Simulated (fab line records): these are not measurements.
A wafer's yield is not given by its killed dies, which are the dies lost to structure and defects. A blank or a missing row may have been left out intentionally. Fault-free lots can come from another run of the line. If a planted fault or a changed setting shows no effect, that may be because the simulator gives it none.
Which tool is to blame? + flow nand harc + 39 wafers from 13 lots sampled at 5 of the route's 1159 steps

== WHAT THE GAUGES READ, wafer by wafer ==
NHARC_THIN_TSV_CD_MEAS_33 targets a cd of 5000 nm.
| lot  | measured     | on        | cd nm (nm)           |
|------|--------------|-----------|----------------------|
| L870 | day 19 15:46 | cd sem-02 | 4996.3 4997.9 4997.2 |
| L871 | day 19 17:01 | cd sem-01 | 4996.9 4998.7 4998.3 |
| L872 | day 19 18:26 | cd sem-03 | 5000.1 4999.4 5001.1 |
| L874 | day 20 07:23 | cd sem-03 | 4998.3 5000.4 4999.0 |
| L880 | day 21 06:20 | cd sem-02 | 4998.9 4998.5 4999.4 |
| L885 | day 23 07:36 | cd sem-01 | 5000.0 4998.8 5000.2 |
| L890 | day 24 05:26 | cd sem-02 | 5000.7 5000.2 5001.7 |
| L887 | day 23 09:12 | cd sem-02 | 4999.5 5000.2 5001.6 |
| L888 | day 24 06:35 | cd sem-03 | 4998.3 5001.1 4997.9 |
| L889 | day 24 07:51 | cd sem-01 | 4999.5 5001.5 5000.5 |
| L893 | day 24 13:49 | cd sem-02 | 4997.7 4996.4 4999.1 |
| L891 | day 24 14:58 | cd sem-03 | 4997.1 4998.1 4997.5 |
| L892 | day 24 16:06 | cd sem-03 | 5000.2 4999.3 5000.4 |

NHARC_END_SORT_01.
| lot  | measured     | on        | killed at array | killed at other | killed at periphery | killed dies | killed open | killed short |
|------|--------------|-----------|-----------------|-----------------|---------------------|-------------|-------------|--------------|
| L880 | day 21 17:17 | prober-01 | 121 34 35       | 0 0 0           | 3 3 2               | 124 37 37   | 1 3 2       | 2 1 2        |
| L890 | day 24 15:42 | prober-02 | 33              | 1               | 4                   | 38          | 2           | 0            |
| L889 | day 24 23:32 | prober-02 | 48 43           | 3 1             | 2 3                 | 53 47       | 8 7         | 1 0          |

== TOOL THAT RAN EACH LOT (tool first, then ch and the chambers of the sampled wafers, then the start) ==
| lot  | NHARC_A_STAIRCASE_STRIP_172         | NHARC_THIN_TSV_CMP_21         | NHARC_THIN_TSV_STRIP_56              |
|------|-------------------------------------|-------------------------------|--------------------------------------|
| L870 | wet bench-04 ch 2,4,6, day 11 05:23 | cmp-01 ch 0,1,2, day 19 14:19 | plasma asher-01 ch 1, day 19 16:29   |
| L871 | wet bench-07 ch 4,5,6, day 11 05:36 | cmp-04 ch 2,3, day 19 15:26   | plasma asher-02 ch 0,1, day 19 17:41 |
| L872 | wet bench-07 ch 2,3,7, day 11 09:42 | cmp-02 ch 1,2, day 19 16:50   | plasma asher-02 ch 0,1, day 19 19:05 |
| L874 | wet bench-04 ch 3,4,6, day 11 21:52 | cmp-04 ch 1,2,3, day 20 05:55 | plasma asher-01 ch 0,1, day 20 08:02 |
| L880 | wet bench-04 ch 1,4,7, day 13 03:32 | cmp-01 ch 2,3, day 21 04:44   | plasma asher-01 ch 0,1, day 21 06:59 |
| L885 | wet bench-02 ch 3,4,5, day 14 16:23 | cmp-02 ch 0,1,2, day 23 06:01 | plasma asher-01 ch 0,1, day 23 08:15 |
| L890 | wet bench-02 ch 0,1,2, day 15 05:04 | cmp-02 ch 1,2, day 24 03:51   | plasma asher-02 ch 1, day 24 06:08   |
| L887 | wet bench-07 ch 1,2,4, day 15 05:13 | cmp-01 ch 2,3, day 23 07:37   | plasma asher-01 ch 0,1, day 23 09:53 |
| L888 | wet bench-02 ch 1,5,6, day 15 08:08 | cmp-01 ch 0,2,3, day 24 04:53 | plasma asher-02 ch 0,1, day 24 07:14 |
| L889 | wet bench-07 ch 2,5,7, day 15 12:30 | cmp-02 ch 0,3, day 24 06:24   | plasma asher-02 ch 0,1, day 24 08:35 |
| L893 | wet bench-02 ch 0,1,6, day 16 11:19 | cmp-04 ch 0,2,3, day 24 12:13 | plasma asher-02 ch 0,1, day 24 14:46 |
| L891 | wet bench-04 ch 0,2,5, day 16 16:34 | cmp-04 ch 0,1,2, day 24 13:22 | plasma asher-01 ch 0,1, day 24 15:37 |
| L892 | wet bench-02 ch 1,4,5, day 16 16:50 | cmp-04 ch 0,2,3, day 24 14:38 | plasma asher-01 ch 0,1, day 24 16:47 |
- NHARC_A_STAIRCASE_STRIP_172: strips in SPM, time 900 s.
- NHARC_THIN_TSV_CMP_21: polishes, t overpolish 30 s, target thk 2000 nm.
- NHARC_THIN_TSV_STRIP_56: strips in O2.

== AS READ BY THE TOOLS THEMSELVES (means over the sampled wafers that have a number; for cases with no such wafer, the mark the record gives instead) ==
NHARC_THIN_TSV_CMP_21.
| lot  | tool   | motor current A (A) | overpolish run s (s) | retaining ring pressure frac |
|------|--------|---------------------|----------------------|------------------------------|
| L870 | cmp-01 | 11.9                | 30.003               | 1.001                        |
| L871 | cmp-04 | 12.0                | 29.999               | 0.996                        |
| L872 | cmp-02 | 11.4                | 29.997               | 1.001                        |
| L874 | cmp-04 | 12.5                | 29.995               | 1.003                        |
| L880 | cmp-01 | 11.9                | 30.002               | 0.998                        |
| L885 | cmp-02 | 12.2                | 30.002               | 0.998                        |
| L890 | cmp-02 | 11.7                | 30.005               | 1.005                        |
| L887 | cmp-01 | 12.3                | 30.004               | 0.995                        |
| L888 | cmp-01 | 11.9                | 30.003               | 1.000                        |
| L889 | cmp-02 | 13.2                | 30.001               | 1.000                        |
| L893 | cmp-04 | 11.7                | 30.001               | 0.999                        |
| L891 | cmp-04 | 12.2                | 29.994               | 1.001                        |
| L892 | cmp-04 | 12.2                | 30.006               | 1.000                        |

NHARC_THIN_TSV_STRIP_56.
| lot  | tool            | drypump motor current A (A) | heater power w (W) |
|------|-----------------|-----------------------------|--------------------|
| L870 | plasma asher-01 | 6.3                         | 297                |
| L871 | plasma asher-02 | 5.7                         | 312                |
| L872 | plasma asher-02 | 5.7                         | 311                |
| L874 | plasma asher-01 | 5.9                         | 314                |
| L880 | plasma asher-01 | 5.6                         | 315                |
| L885 | plasma asher-01 | 5.6                         | 313                |
| L890 | plasma asher-02 | 6.1                         | 323                |
| L887 | plasma asher-01 | 5.9                         | 311                |
| L888 | plasma asher-02 | 5.3                         | 308                |
| L889 | plasma asher-02 | 5.7                         | 317                |
| L893 | plasma asher-02 | 5.3                         | 310                |
| L891 | plasma asher-01 | 5.9                         | 308                |
| L892 | plasma asher-01 | 5.6                         | 315                |

== THE ANSWER, worked out from the rows above alone ==
Rule: usual is defined by the lots themselves. Put in order of their means at a reading, lots are off if they are a third of the lots or fewer, leave a main group of 4 or more, and stand apart from it by a gap of 3 or more times the standard deviation of the main group's means; of several such gaps the widest counts. If all means in a main group match to the digits the tables above print for the reading, that group is not used. Also off: a lot with no number at a reading for which 4 or more lots have one. Any other lot the step has rows for is counted as sound. After the gauges, taken in route order, come the tools' own readings; for these a lot's mean is taken, as printed above. The first step at which some lot is off is used, and at that step the reading that is off furthest; a lot without a number counts as furthest.
None of the lots is off at any reading shown; this tells nothing.

== WHAT THE SIMULATOR HAD INSERTED ==
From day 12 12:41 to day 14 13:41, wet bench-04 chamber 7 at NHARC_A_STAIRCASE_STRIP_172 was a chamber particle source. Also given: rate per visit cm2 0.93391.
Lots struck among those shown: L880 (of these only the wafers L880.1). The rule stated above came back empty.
